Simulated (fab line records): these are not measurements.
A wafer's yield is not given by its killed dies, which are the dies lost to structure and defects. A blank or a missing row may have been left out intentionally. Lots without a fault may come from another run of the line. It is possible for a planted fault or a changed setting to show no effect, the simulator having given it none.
Split-lot trial	flow n5_finfet	7 lots, 21 wafers read, on a route of 1938 steps

ON THE SPLIT
At N5_BEOL_M8_DESCUM_16 (chemistry O2, time 7.9 s), the setting time_s was moved away from the recipe's 7.9 s on 8 of the 21 wafers read, by -16.9% to +17.7%. This setting was run at the recipe's value on the other wafers.

The reading comes from the split's own step.

THE READING
CAR-ArF_of_BEOL_M8_COAT_05.thk_nm (the simulator's own value, which no gauge read), in nm, at N5_BEOL_M8_DESCUM_16 (chemistry O2, time 7.9 s). There is no usual value for it anywhere in the file. Here, 13 wafers ran the recipe; their average is 83.7 nm with a standard deviation of 0.16 nm.

wafer	tool, chamber at the split	time_s as run, s	against the recipe	CAR-ArF_of_BEOL_M8_COAT_05.thk_nm, nm	against lot-mates on the recipe
L077.2	rie_diel-06, 0,3	7.9	recipe	83.6	-
L077.3	rie_diel-06, 0,3	7.9	recipe	83.6	-
L077.4	rie_diel-06, 2	8.682	+9.9%	83.2	-0.4
L079.2	rie_diel-02, 3	7.185	-9.1%	83.8	+0.3
L079.5	rie_diel-02, 1	7.9	recipe	83.6	-
L079.6	rie_diel-02, 2	7.9	recipe	83.4	-
L078.1	rie_diel-02, 3	7.9	recipe	83.8	-
L078.2	rie_diel-02, 1	7.9	recipe	83.4	-
L078.6	rie_diel-02, 0	7.9	recipe	83.6	-
L080.3	rie_diel-05, 0	6.561	-16.9%	84.4	+0.4
L080.4	rie_diel-05, 1	7.9	recipe	84	-
L080.5	rie_diel-05, 0	6.561	-16.9%	84.2	+0.2
L083.2	rie_diel-02, 3	7.9	recipe	83.6	-
L083.3	rie_diel-02, 0,3	9.165	+16.0%	82.8	-0.8
L083.5	rie_diel-02, 0,3	9.165	+16.0%	82.8	-0.8
L084.1	rie_diel-06, 2	7.9	recipe	83.6	-
L084.2	rie_diel-06, 3,1	7.9	recipe	83.8	-
L084.4	rie_diel-06, 3,1	7.9	recipe	83.8	-
L085.2	rie_diel-05, 1	9.298	+17.7%	83.2	-0.6
L085.5	rie_diel-05, 2	7.9	recipe	83.8	-
L085.6	rie_diel-05, 0	9.298	+17.7%	82.8	-1.0
When a row names more than one chamber, that row covers several wafers, and the file does not tell which wafer ran in which chamber.

THE FIT
A straight line over all 21 wafers: CAR-ArF_of_BEOL_M8_COAT_05.thk_nm changes by -0.0408 nm for each +1% of time_s; r = -0.92; the points scatter about the line by 0.18 nm.
The same after taking each lot's own level away (the mean of its wafers on the recipe; 21 wafers): -0.0361 nm for each +1%; r = -0.91; scatter 0.16 nm.
That fit puts the effect of the largest move of time_s on the reading at 0.64 nm.
The span of the lots' own levels, 83.50 to 84.00 nm, comes to 3.0 times the standard deviation stated above.
So the lot-to-lot level changes the slope: the two fits differ.
Check: for one of the wafers moved furthest among these (+17.7%), held out of the fit, the line's prediction against its lot-mates is -0.734 nm. It came out at -0.6 nm against them.

THESE WAFERS: OTHER SPLITS
Note: prior to the reading, these wafers also went through further splits. Each is held against what the fit with the lots' levels taken away leaves over:
other split on the same wafers	wafers away from the commonest value	r with CAR-ArF_of_BEOL_M8_COAT_05.thk_nm (lot level and that fit taken away)
N5_BEOL_M4_PECVD_72 temp_c	6	+0.13
N5_BEOL_M5_COAT_05 spin_rpm	7	-0.03
N5_BEOL_M5_ETCH_72 bias_w	9	+0.23
N5_BEOL_M6_HM_DEP_02 target_thk_a	9	-0.44
N5_BEOL_M6_EXPOSE_08 dose_mj	6	-0.02
N5_BEOL_M7_COAT_63 spin_rpm	11	-0.15
N5_BEOL_M7_DESCUM_33 time_s	5	-0.13

THE FILE'S OWN FIT
CAR-ArF_of_BEOL_M8_COAT_05.thk_nm changes by -0.0374 nm for each +1% of time_s, r = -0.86.
